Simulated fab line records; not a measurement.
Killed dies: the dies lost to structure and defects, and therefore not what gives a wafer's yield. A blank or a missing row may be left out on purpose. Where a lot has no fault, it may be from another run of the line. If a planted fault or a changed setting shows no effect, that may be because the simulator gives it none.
Split-lot study / flow n5-finfet / 39 wafers read across 7 lots, on a route 1938 steps long

## THE SPLIT
At N5_MOL_CONTACT_COAG_IMPLANT_129, the setting energy-kev was moved away from the recipe's 3 on 18 of the 39 wafers read, by -22.1% to +30.3%. For the rest of the wafers, this setting stayed at what the recipe calls for.

The reading comes from the split's own step.

## THE READING
The simulator's own value implant.drp-nm, read by no gauge, in nm at N5_MOL_CONTACT_COAG_IMPLANT_129. No usual value for it is given in the file.

wafer=L075.1; tool, chamber at the split=implanter-02, 0; energy-kev as run=3; against the recipe=recipe; implant.drp-nm, nm=2.134; against lot-mates on the recipe=-
wafer=L075.3; tool, chamber at the split=implanter-02, 0; energy-kev as run=3; against the recipe=recipe; implant.drp-nm, nm=2.134; against lot-mates on the recipe=-
wafer=L075.6; tool, chamber at the split=implanter-02, 0; energy-kev as run=3; against the recipe=recipe; implant.drp-nm, nm=2.134; against lot-mates on the recipe=-
wafer=L075.2; tool, chamber at the split=implanter-02, 0; energy-kev as run=3.387; against the recipe=+12.9%; implant.drp-nm, nm=2.301; against lot-mates on the recipe=+0.167
wafer=L075.4; tool, chamber at the split=implanter-02, 0; energy-kev as run=3.387; against the recipe=+12.9%; implant.drp-nm, nm=2.301; against lot-mates on the recipe=+0.167
wafer=L075.5; tool, chamber at the split=implanter-02, 0; energy-kev as run=3.387; against the recipe=+12.9%; implant.drp-nm, nm=2.301; against lot-mates on the recipe=+0.167
wafer=L082.1; tool, chamber at the split=implanter-02, 0; energy-kev as run=3.91; against the recipe=+30.3%; implant.drp-nm, nm=2.516; against lot-mates on the recipe=+0.382
wafer=L082.2; tool, chamber at the split=implanter-02, 0; energy-kev as run=3.91; against the recipe=+30.3%; implant.drp-nm, nm=2.516; against lot-mates on the recipe=+0.382
wafer=L082.4; tool, chamber at the split=implanter-02, 0; energy-kev as run=3.91; against the recipe=+30.3%; implant.drp-nm, nm=2.516; against lot-mates on the recipe=+0.382
wafer=L082.3; tool, chamber at the split=implanter-02, 0; energy-kev as run=3; against the recipe=recipe; implant.drp-nm, nm=2.134; against lot-mates on the recipe=-
wafer=L082.5; tool, chamber at the split=implanter-02, 0; energy-kev as run=3; against the recipe=recipe; implant.drp-nm, nm=2.134; against lot-mates on the recipe=-
wafer=L082.6; tool, chamber at the split=implanter-02, 0; energy-kev as run=3; against the recipe=recipe; implant.drp-nm, nm=2.134; against lot-mates on the recipe=-
wafer=L083.1; tool, chamber at the split=implanter-01, 0; energy-kev as run=3; against the recipe=recipe; implant.drp-nm, nm=2.134; against lot-mates on the recipe=-
wafer=L083.2; tool, chamber at the split=implanter-01, 0; energy-kev as run=3; against the recipe=recipe; implant.drp-nm, nm=2.134; against lot-mates on the recipe=-
wafer=L083.6; tool, chamber at the split=implanter-01, 0; energy-kev as run=3; against the recipe=recipe; implant.drp-nm, nm=2.134; against lot-mates on the recipe=-
wafer=L085.1; tool, chamber at the split=implanter-01, 0; energy-kev as run=3.324; against the recipe=+10.8%; implant.drp-nm, nm=2.274; against lot-mates on the recipe=+0.140
wafer=L085.3; tool, chamber at the split=implanter-01, 0; energy-kev as run=3.324; against the recipe=+10.8%; implant.drp-nm, nm=2.274; against lot-mates on the recipe=+0.140
wafer=L085.6; tool, chamber at the split=implanter-01, 0; energy-kev as run=3.324; against the recipe=+10.8%; implant.drp-nm, nm=2.274; against lot-mates on the recipe=+0.140
wafer=L085.2; tool, chamber at the split=implanter-01, 0; energy-kev as run=3; against the recipe=recipe; implant.drp-nm, nm=2.134; against lot-mates on the recipe=-
wafer=L085.4; tool, chamber at the split=implanter-01, 0; energy-kev as run=3; against the recipe=recipe; implant.drp-nm, nm=2.134; against lot-mates on the recipe=-
wafer=L085.5; tool, chamber at the split=implanter-01, 0; energy-kev as run=3; against the recipe=recipe; implant.drp-nm, nm=2.134; against lot-mates on the recipe=-
wafer=L087.1; tool, chamber at the split=implanter-01, 0; energy-kev as run=3; against the recipe=recipe; implant.drp-nm, nm=2.134; against lot-mates on the recipe=-
wafer=L087.3; tool, chamber at the split=implanter-01, 0; energy-kev as run=3; against the recipe=recipe; implant.drp-nm, nm=2.134; against lot-mates on the recipe=-
wafer=L087.4; tool, chamber at the split=implanter-01, 0; energy-kev as run=3; against the recipe=recipe; implant.drp-nm, nm=2.134; against lot-mates on the recipe=-
wafer=L087.2; tool, chamber at the split=implanter-01, 0; energy-kev as run=2.469; against the recipe=-17.7%; implant.drp-nm, nm=1.892; against lot-mates on the recipe=-0.242
wafer=L087.5; tool, chamber at the split=implanter-01, 0; energy-kev as run=2.469; against the recipe=-17.7%; implant.drp-nm, nm=1.892; against lot-mates on the recipe=-0.242
wafer=L087.6; tool, chamber at the split=implanter-01, 0; energy-kev as run=2.469; against the recipe=-17.7%; implant.drp-nm, nm=1.892; against lot-mates on the recipe=-0.242
wafer=L093.1; tool, chamber at the split=implanter-02, 0; energy-kev as run=2.338; against the recipe=-22.1%; implant.drp-nm, nm=1.829; against lot-mates on the recipe=-0.305
wafer=L093.3; tool, chamber at the split=implanter-02, 0; energy-kev as run=2.338; against the recipe=-22.1%; implant.drp-nm, nm=1.829; against lot-mates on the recipe=-0.305
wafer=L093.5; tool, chamber at the split=implanter-02, 0; energy-kev as run=2.338; against the recipe=-22.1%; implant.drp-nm, nm=1.829; against lot-mates on the recipe=-0.305
wafer=L093.2; tool, chamber at the split=implanter-02, 0; energy-kev as run=3; against the recipe=recipe; implant.drp-nm, nm=2.134; against lot-mates on the recipe=-
wafer=L093.4; tool, chamber at the split=implanter-02, 0; energy-kev as run=3; against the recipe=recipe; implant.drp-nm, nm=2.134; against lot-mates on the recipe=-
wafer=L093.6; tool, chamber at the split=implanter-02, 0; energy-kev as run=3; against the recipe=recipe; implant.drp-nm, nm=2.134; against lot-mates on the recipe=-
wafer=L096.1; tool, chamber at the split=implanter-02, 0; energy-kev as run=3; against the recipe=recipe; implant.drp-nm, nm=2.134; against lot-mates on the recipe=-
wafer=L096.3; tool, chamber at the split=implanter-02, 0; energy-kev as run=3; against the recipe=recipe; implant.drp-nm, nm=2.134; against lot-mates on the recipe=-
wafer=L096.5; tool, chamber at the split=implanter-02, 0; energy-kev as run=3; against the recipe=recipe; implant.drp-nm, nm=2.134; against lot-mates on the recipe=-
wafer=L096.2; tool, chamber at the split=implanter-02, 0; energy-kev as run=2.61; against the recipe=-13.0%; implant.drp-nm, nm=1.958; against lot-mates on the recipe=-0.176
wafer=L096.4; tool, chamber at the split=implanter-02, 0; energy-kev as run=2.61; against the recipe=-13.0%; implant.drp-nm, nm=1.958; against lot-mates on the recipe=-0.176
wafer=L096.6; tool, chamber at the split=implanter-02, 0; energy-kev as run=2.61; against the recipe=-13.0%; implant.drp-nm, nm=1.958; against lot-mates on the recipe=-0.176

FIT RESULTS
A straight line over all 39 wafers: implant.drp-nm changes by +0.0131 nm for each +1% of energy-kev; r = +1.00; the points scatter about the line by 0.0059 nm.
The same after taking each lot's own level away (the mean of its wafers on the recipe; 39 wafers): +0.0131 nm for each +1%; r = +1.00; scatter 0.0059 nm.
The reading moves by 0.4 nm for the largest change in energy-kev, on that fit.
The lots' own levels span 2.1340 to 2.1340 nm.
The two slopes are in agreement: the lot-to-lot level therefore moves the slope only a little.
Check: for one of the wafers moved furthest among these (+30.3%), held out of the fit, the line's prediction against its lot-mates is +0.397 nm. It came out at +0.382 nm against them.

## OTHER SPLITS APPLIED TO THESE WAFERS
Before the reading, these wafers also passed through other splits. Each is held against what the fit with the lots' levels taken away leaves over:
other split on the same wafers=N5_WELL_APT_IMPLANT_32 energy-kev; wafers away from the commonest value=18; r with implant.drp-nm (lot level and that fit taken away)=+0.18
other split on the same wafers=N5_DUMMY_GATE_ETCH_37 source-w; wafers away from the commonest value=18; r with implant.drp-nm (lot level and that fit taken away)=+0.30
other split on the same wafers=N5_DUMMY_GATE_ETCH_31 target-depth-a; wafers away from the commonest value=15; r with implant.drp-nm (lot level and that fit taken away)=-0.09
other split on the same wafers=N5_DUMMY_GATE_ETCH_32 time-s; wafers away from the commonest value=18; r with implant.drp-nm (lot level and that fit taken away)=+0.35
other split on the same wafers=N5_SD_EPI_P_EPI_21 epi-growth-time-s; wafers away from the commonest value=12; r with implant.drp-nm (lot level and that fit taken away)=-0.05

## THE WHOLE CHAIN: every reading that the file lists as answering this split, in the file's order
step=N5_MOL_CONTACT_COAG_IMPLANT_129; what it does=; reading=implant.rp-nm (the simulator's own value, which no gauge read); change (the file's fit)=+0.0334 nm for each +1% of the setting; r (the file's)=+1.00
step=N5_MOL_CONTACT_COAG_IMPLANT_129; what it does=; reading=implant.drp-nm (the simulator's own value, which no gauge read); change (the file's fit)=+0.0131 nm for each +1% of the setting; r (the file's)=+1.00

## FILE'S OWN FIT
implant.drp-nm changes by +0.0131 nm for each +1% of energy-kev, r = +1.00.
